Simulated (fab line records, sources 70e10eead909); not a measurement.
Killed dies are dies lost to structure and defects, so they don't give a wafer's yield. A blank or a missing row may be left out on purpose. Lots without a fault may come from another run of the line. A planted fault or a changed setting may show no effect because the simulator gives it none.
fab line records | flow nand_harc
record lots=12 wafers=36 last_day=33
route steps=1302 shown P_GATE@204 P_CONTACT@218
lots that met no fault: from a run of the same line without faults
start_h: hours from the record's first day to the start of the lot's first wafer shown | wait_h: hours since the lot's step before | " the same as in the row above | L1.1+2: a row that stands for several wafers | - no value, or no start given | * or withheld: withheld | < > ~ a bound
route shown NAME@n: a module of which the file shows steps, and the number in the route of the first | usual: mean/standard deviation of fault-free wafers | same: alike in all rows | chamber/n: place in a boat | sites: the reading at each site | _std_site: their standard deviation | _edge_site: outer sites' mean less inner sites' | radius_mm: how far each site lies from the wafer's centre | mask NAME#n: copy n | behind: the tool/chamber that last shaped the wafer | hold: why the lot was held/for how many hours/how that ended | device: the transistor (n, p or np) that didn't switch | end of line: the same wafers' tests at the end of the route | a step without rows: its recipe alone | killed: dies lost to structure and defects at the first sort, not the wafer's yield | map: a wafer's dies, x killed, . not, _ none there
set.NAME: the setting as run; set.NAME@STEP: as run at that earlier step | model.NAME: the simulator's own value behind a step, which no gauge read
steps of the route over a sample of lots; a table a step, a row a wafer
services: from which hour (start_h, from the record's first day; less than 0 if before it) a tool's chamber was out of use, for how many hours, and why
## steps
# step NHARC_P_GATE_STRIP_113
# recipe power_w=1500 temp_c=110 time_s=740 chemistry=N2/H2
# usual drypump_motor_current_A=6.1/0.42 heater_power_w=84/5.9
# columns lot.wafer tool chamber start_h wait_h drypump_motor_current_A heater_power_w rf_hours_counter_h
L389.2 plasma_asher-01 1 117.43 0.2 5.5 74 25
L389.4 " 0 " " 5.7 84 -
L389.5 " 0 " " 5.7 84 -
L391.4 plasma_asher-02 0 139.80 0.3 6.5 92 -
L391.3 " 1 " " 6.4 85 -
L391.5 " 0 " " 6.4 89 -
L392.1 plasma_asher-02 0 153.65 0.2 6.5 91 14
L392.2 " 1 " " 6.4 84 14
L392.4 " 0 " " 6.5 91 -
L394.3 plasma_asher-02 0 176.60 0.5 6.4 92 -
L394.6 " 1 " " 6.4 85 -
L394.5 " 0 " " 6.4 91 -
L395.1 plasma_asher-01 0 184.42 0.2 5.7 87 1
L395.3 " 0 " " 5.7 88 -
L395.5 " 0 " " 5.7 86 -
L399.4 plasma_asher-02 0 220.24 0.5 6.5 95 -
L399.3 " 1 " " 6.4 86 -
L399.5 " 1 " " 6.4 84 -
L404.2 plasma_asher-02 1 275.94 0.2 6.4 85 4
L404.1 " 0 " " 6.4 85 4
L404.3 " 0 " " 6.4 86 -
L407.2 plasma_asher-02 0 303.95 0.2 6.4 85 11
L407.4 " 0 " " 6.5 82 -
L407.3 " 1 " " 6.4 88 -
L408.2 plasma_asher-01 1 314.93 0.2 5.5 75 27
L408.4 " 0 " " 5.7 87 -
L408.5 " 1 " " 5.5 74 -
L409.1 plasma_asher-02 1 323.28 0.2 6.4 87 14
L409.2 " 0 " " 6.4 85 14
L409.4 " 1 " " 6.4 87 -
L410.1 plasma_asher-02 1 335.73 0.2 6.4 86 17
L410.3 " 0 " " 6.5 84 -
L410.6 " 0 " " 6.5 86 -
L411.1 plasma_asher-02 0 349.32 0.2 6.5 87 21
L411.2 " 1 " " 6.4 89 21
L411.5 " 1 " " 6.4 86 -
# step NHARC_P_CONTACT_DEP_00
# recipe target_thk_a=5000 temp_c=400 pressure_torr=6.5 rf_w=900 teos_flow_sccm=161.4 flow_sccm=2650 target_thk_nm=500 gas=O2 material=SiO2
# usual heater_power_w=509/91 throttle_valve_pct=16.0/0.7
# columns lot.wafer tool chamber start_h wait_h heater_power_w throttle_valve_pct
L389.2 pecvd-01 0 - - 590 14.8
L389.5 " 0 " " 599 14.7
L389.4 " 2 " " 560 15.9
L391.3 pecvd-02 0 - - 592 16.0
L391.5 " 0 " " 448 15.9
L391.4 " 1 " " 535 16.7
L392.1 pecvd-01 0 - - 624 14.7
L392.2 " 1 " " 364 17.1
L392.4 " 1 " " 383 17.2
L394.3 pecvd-04 2 - - 422 15.8
L394.5 " 0 " " 451 15.5
L394.6 " 1 " " 436 15.6
L395.1 pecvd-04 2 - - 385 15.7
L395.3 " 1 " " 507 15.6
L395.5 " 2 " " 413 15.9
L399.3 pecvd-02 0 - - 469 15.9
L399.4 " 1 " " 546 16.8
L399.5 " 0 " " 512 16.3
L404.1 pecvd-02 2 - - 649 16.7
L404.3 " 0 " " 521 16.0
L404.2 " 1 " " 492 16.3
L407.2 pecvd-02 2 - - 548 16.6
L407.3 " 1 " " 505 16.4
L407.4 " 0 " " 526 16.1
L408.2 pecvd-02 1 - - 466 16.4
L408.5 " 1 " " 487 16.4
L408.4 " 2 " " 661 16.7
L409.1 pecvd-04 1 - - 464 14.8
L409.2 " 0 " " 555 15.3
L409.4 " 0 " " 560 15.1
L410.3 pecvd-01 1 - - 350 16.8
L410.1 " 0 " " 668 15.1
L410.6 " 2 " " 555 15.9
L411.2 pecvd-04 1 - - 498 15.3
L411.1 " 2 " " 399 16.2
L411.5 " 2 " " 412 16.5
# step NHARC_P_CONTACT_EXPOSE_09
# recipe na=1.35 target_cd_nm=90 dose_mj=81.26 mask_id=P_CA
# columns lot.wafer tool chamber start_h wait_h mask
L389.2+4+5 arfi_scanner-02 0 121.30 - P_CA#0
L391.3+4+5 arfi_scanner-01 0 143.69 - P_CA#0
L392.1+2+4 arfi_scanner-03 0 157.67 - P_CA#0
L394.3+5+6 arfi_scanner-02 0 180.27 - P_CA#0
L395.1+3+5 arfi_scanner-03 0 188.42 - P_CA#0
L399.3+4+5 arfi_scanner-02 0 224.03 - P_CA_R1#0
L404.1+2+3 arfi_scanner-01 0 279.90 - P_CA#0
L407.2+3+4 arfi_scanner-03 0 307.96 - P_CA#0
L408.2+4+5 arfi_scanner-03 0 318.84 - P_CA#0
L409.1+2+4 arfi_scanner-03 0 327.32 - P_CA#0
L410.1+3+6 arfi_scanner-02 0 339.98 - P_CA#0
L411.1+2+5 arfi_scanner-01 0 353.31 - P_CA#0
# step NHARC_P_CONTACT_CD_MEAS_12
# recipe target_cd_nm=90 landing_energy_ev=500
# usual cd_nm=90.0/0.65
# columns lot.wafer tool chamber start_h wait_h cd_nm
L389.2 cd_sem-01 0 121.44 - 90.7
L389.4 " 0 " " 91.1
L389.5 " 0 " " 90.5
L391.3 cd_sem-01 0 143.82 - 89.5
L391.4 " 0 " " 89.6
L391.5 " 0 " " 88.9
L392.1 cd_sem-01 0 157.81 - 90.0
L392.2 " 0 " " 89.6
L392.4 " 0 " " 89.3
L394.3 cd_sem-02 0 180.42 - 90.6
L394.5 " 0 " " 90.2
L394.6 " 0 " " 90.5
L395.1 cd_sem-01 0 188.56 - 89.9
L395.3 " 0 " " 90.0
L395.5 " 0 " " 89.7
L399.3 cd_sem-03 0 224.16 - 85.7
L399.4 " 0 " " 86.5
L399.5 " 0 " " 86.1
L404.1 cd_sem-03 0 280.04 - 88.5
L404.2 " 0 " " 89.3
L404.3 " 0 " " 89.5
L407.2 cd_sem-03 0 308.10 - 89.7
L407.3 " 0 " " 90.0
L407.4 " 0 " " 88.9
L408.2 cd_sem-03 0 318.98 - 90.4
L408.4 " 0 " " 90.8
L408.5 " 0 " " 90.7
L409.1 cd_sem-01 0 327.46 - 89.5
L409.2 " 0 " " 88.8
L409.4 " 0 " " 89.3
L410.1 cd_sem-01 0 340.12 - 90.0
L410.3 " 0 " " 89.4
L410.6 " 0 " " 89.4
L411.1 cd_sem-01 0 353.45 - 90.3
L411.2 " 0 " " 90.7
L411.5 " 0 " " 90.1
# step NHARC_P_CONTACT_ETCH_18
# recipe target_depth_a=4810 time_s=240.5 c4f8_flow_sccm=20 o2_flow_sccm=10 ar_flow_sccm=withheld rf_w=600 bias_w=1500 chemistry=C4F8/O2/Ar
# usual oes_product_au=0.955/0.019 rf_vpp_V=976/4.3
# columns lot.wafer tool chamber start_h wait_h oes_product_au rf_hours_counter_h rf_vpp_V
L389.4 rie_diel-08 1 - - 0.914 4.6 975
L389.2 " 3 " " 0.927 5.9 984
L389.5 " 1 " " 0.928 - 975
L391.4 rie_diel-11 0 - - 0.970 2.3 972
L391.3 " 1 " " 0.974 1.9 971
L391.5 " 3 " " 0.962 - 977
L392.2 rie_diel-07 0 - - 0.964 0.7 984
L392.1 " 1 " " 0.981 0.8 978
L392.4 " 3 " " 0.962 0.6 971
L394.3 rie_diel-11 3 - - 0.980 3.6 977
L394.5 " 0 " " 0.975 - 971
L394.6 " 1 " " 0.953 - 972
L395.1 rie_diel-11 3 - - 0.935 4.0 976
L395.3 " 2 " " 0.908 3.7 971
L395.5 " 3 " " 0.939 - 977
L399.4 rie_diel-11 3 - - 0.943 4.9 976
L399.3 " 1 " " 0.939 4.5 972
L399.5 " 3 " " 0.949 - 976
L404.1 rie_diel-11 3 - - 0.970 0.5 976
L404.2 " 0 " " 0.960 0.4 972
L404.3 " 2 " " 0.980 0.4 970
L407.4 rie_diel-07 0 - - 0.961 0.4 983
L407.3 " 1 " " 0.972 0.3 978
L407.2 " 2 " " 0.980 0.2 981
L408.2 rie_diel-08 1 - - 0.954 5.9 977
L408.4 " 3 " " 0.977 7.6 983
L408.5 " 2 " " 0.969 - 979
L409.2 rie_diel-11 0 - - 0.972 1.5 971
L409.1 " 1 " " 0.968 1.6 973
L409.4 " 2 " " 0.971 1.6 971
L410.3 rie_diel-11 0 - - 0.925 2.1 972
L410.1 " 3 " " 0.924 2.0 977
L410.6 " 1 " " 0.916 - 972
L411.1 rie_diel-08 1 - - 0.930 7.1 975
L411.2 " 2 " " 0.923 7.3 978
L411.5 " 1 " " 0.923 - 976
# step NHARC_P_CONTACT_CD_MEAS_19
# usual cd_nm=89.4/1.1
# columns lot.wafer tool chamber start_h wait_h cd_nm
L389.2 cd_sem-02 - 122.50 - 91.4
L389.4 " - " " 91.5
L389.5 " - " " 89.4
L391.3 cd_sem-03 - 144.88 - 88.8
L391.4 " - " " 89.5
L391.5 " - " " 87.8
L392.1 cd_sem-02 - 158.87 - 88.9
L392.2 " - " " 89.1
L392.4 " - " " 88.1
L394.3 cd_sem-01 - 181.48 - 90.6
L394.5 " - " " 88.7
L394.6 " - " " 89.3
L395.1 cd_sem-02 - 189.61 - 88.8
L395.3 " - " " 88.9
L395.5 " - " " 89.6
L399.3 cd_sem-03 - 225.24 - 84.1
L399.4 " - " " 86.1
L399.5 " - " " 85.8
L404.1 cd_sem-03 - 281.10 - 88.9
L404.2 " - " " 90.5
L404.3 " - " " 90.2
L407.2 cd_sem-02 - 309.16 - 88.7
L407.3 " - " " 89.2
L407.4 " - " " 87.7
L408.2 cd_sem-02 - 320.04 - 90.3
L408.4 " - " " 89.2
L408.5 " - " " 90.4
L409.1 cd_sem-01 - 328.51 - 88.8
L409.2 " - " " 86.8
L409.4 " - " " 88.5
L410.1 cd_sem-02 - 341.18 - 89.7
L410.3 " - " " 89.3
L410.6 " - " " 89.6
L411.1 cd_sem-01 - 354.51 - 89.9
L411.2 " - " " 90.7
L411.5 " - " " 90.4
## services
# columns tool chamber start_h hours kind
pecvd-01 - 99.46 2.3 repair
rie_diel-11 - 111.26 0.2 repair
pecvd-01 - 130.21 13.0 pm
pecvd-04 1 140.29 10.2 repair
arfi_scanner-02 - 140.38 4.0 pm
arfi_scanner-02 - 148.47 0.5 repair
arfi_scanner-03 - 164.29 0.6 repair
plasma_asher-01 - 165.00 9.0 pm
rie_diel-08 0 179.80 2.6 repair
rie_diel-08 - 190.80 9.0 pm
arfi_scanner-03 - 196.00 4.0 pm
pecvd-02 - 228.48 13.0 pm
plasma_asher-02 - 249.07 9.0 pm
arfi_scanner-01 - 252.00 4.0 pm
arfi_scanner-02 - 253.46 4.8 repair
rie_diel-11 - 255.50 9.0 pm
pecvd-04 - 264.13 0.7 repair
pecvd-04 - 269.20 13.0 pm
arfi_scanner-01 - 281.42 2.3 repair
pecvd-01 - 311.21 13.0 pm
arfi_scanner-02 - 312.38 4.0 pm
rie_diel-08 2 335.88 5.3 repair
plasma_asher-01 - 342.00 9.0 pm
arfi_scanner-03 - 352.01 6.6 repair
## key
first_sign step=NHARC_P_CONTACT_EXPOSE_09 reading=mask direction=changed
effect step=NHARC_P_CONTACT_CD_MEAS_12 reading=cd_nm direction=down sigmas=5.9 usual=90.0 struck=86.1
effect step=NHARC_P_CONTACT_CD_MEAS_19 reading=cd_nm direction=down sigmas=3.9 usual=89.4 struck=85.3
met_at NHARC_P_CONTACT_EXPOSE_09
struck_lots L399
tester_left_out L399
not_acting_at NHARC_P_GATE_STRIP_113,NHARC_P_CONTACT_DEP_00,NHARC_P_CONTACT_ETCH_18
onset_between 180.27 224.03
fault kind=wrong_mask tool=any chamber=- onset_h=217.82 steps=NHARC_P_CONTACT_EXPOSE_09 aux_copy=P_CA_R1#0 cd_offset_nm=-3.4789 scope=struck_lots_only
# tester_left_out: of these lots the tester's yield and bins aren't shown, on N5 and GAA mostly nor the transistor test; their killed dies are dies lost to structure and defects alone, not to doping, threshold or leakage, so they don't give the yield
